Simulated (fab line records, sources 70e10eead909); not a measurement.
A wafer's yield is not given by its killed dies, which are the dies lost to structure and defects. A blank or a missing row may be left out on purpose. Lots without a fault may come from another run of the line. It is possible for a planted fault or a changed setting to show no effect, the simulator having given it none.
What tool caused it? / flow nand_harc / 7 lots (21 wafers sampled), 1 step of a 1159-step route

## WHAT EACH GAUGE READ, for each wafer
NHARC_P_START_INSPECT_01.
lot=L197; measured=day 1 18:02; on=defect_inspect-01; raw_defect_count=8 2 2
lot=L199; measured=day 2 06:02; on=defect_inspect-02; raw_defect_count=2 3 2
lot=L202; measured=day 3 00:02; on=defect_inspect-01; raw_defect_count=1 4 4
lot=L211; measured=day 5 06:02; on=defect_inspect-01; raw_defect_count=1 1 4
lot=L214; measured=day 6 00:02; on=defect_inspect-01; raw_defect_count=7 2 3
lot=L216; measured=day 6 12:03; on=defect_inspect-02; raw_defect_count=2 4 8
lot=L219; measured=day 7 06:02; on=defect_inspect-02; raw_defect_count=3 2 4

## WHICH TOOL RAN EACH LOT (tool, then ch and the chambers of the sampled wafers, then the start)
The record shows no process step preceding these readings.

## THE ANSWER, worked out from the rows above alone
Rule: usual is defined by the lots themselves. The widest of any qualifying gaps counts: lots, ordered by their means at a reading, are off when they make up no more than a third of the lots, leave a main group of 4 or more, and stand apart from it by 3 or more times the standard deviation of that group's means. A main group whose means are all the same, to the digits that the tables above print for the reading, isn't used. Also off: a lot with no number at a reading for which 4 or more lots have one. The other lots that the step has rows for count as sound.
No lot is off on any of the readings shown, so nothing can be concluded from this.

## WHAT THE SIMULATOR HAD PUT IN
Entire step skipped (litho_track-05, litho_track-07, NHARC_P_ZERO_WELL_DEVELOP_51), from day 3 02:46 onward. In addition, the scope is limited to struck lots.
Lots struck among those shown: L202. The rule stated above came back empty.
